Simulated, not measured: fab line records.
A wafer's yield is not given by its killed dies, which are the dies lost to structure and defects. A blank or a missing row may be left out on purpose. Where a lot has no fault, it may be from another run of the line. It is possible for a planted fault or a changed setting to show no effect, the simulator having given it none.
Matching of chambers | flow n5-finfet | 4 sister chambers for N5_BEOL_M2_ETCH_77 on rie-diel-03
The step etches underlayer in N2/H2, target depth 6.5 nm, time 5.2 s. 4 wafers are shown with their chamber, then 11 later ones without.

WAFERS PAIRED WITH THEIR CHAMBERS
wafer  | chamber | drypump-motor-current-A (A)
L082.3 | 3       | 5.6
L089.5 | 2       | 6.7
L090.6 | 0       | 6.0
L088.2 | 1       | 6.4

WAFERS WITH NO CHAMBER GIVEN
wafer  | drypump-motor-current-A (A)
L088.3 | 6.7
L088.6 | 6.4
L091.2 | 6.0
L091.5 | 6.7
L091.6 | 6.5
L093.2 | 5.6
L093.4 | 6.7
L093.6 | 6.7
L094.1 | 6.7
L094.3 | 6.0
L094.4 | 5.6

WHICH CHAMBER EACH WENT THROUGH
wafer  | from the rows above | in truth
L088.3 | 2                   | 2
L088.6 | 1                   | 1
L091.2 | 0                   | 0
L091.5 | 2                   | 2
L091.6 | 1                   | 1
L093.2 | 3                   | 3
L093.4 | 2                   | 2
L093.6 | 2                   | 2
L094.1 | 2                   | 2
L094.3 | 0                   | 0
L094.4 | 3                   | 3
Placed correctly: 11 of 11. Left unplaced by these rows: 0. 0 placed wrongly.
How it was worked out, from the rows above alone: a wafer's distance from a chamber is the root of the sum, over the readings, of the square of ((its reading less the chamber's mean) divided by the reading's scatter). The wafer belongs to the nearest chamber; if the next one is less than 2 further off, it can't be placed. The mean given for a chamber averages the wafers shown for that chamber. The scatter: with one shown wafer a chamber, the root of the mean of the squares of how far each hidden wafer lies from its nearest shown one.
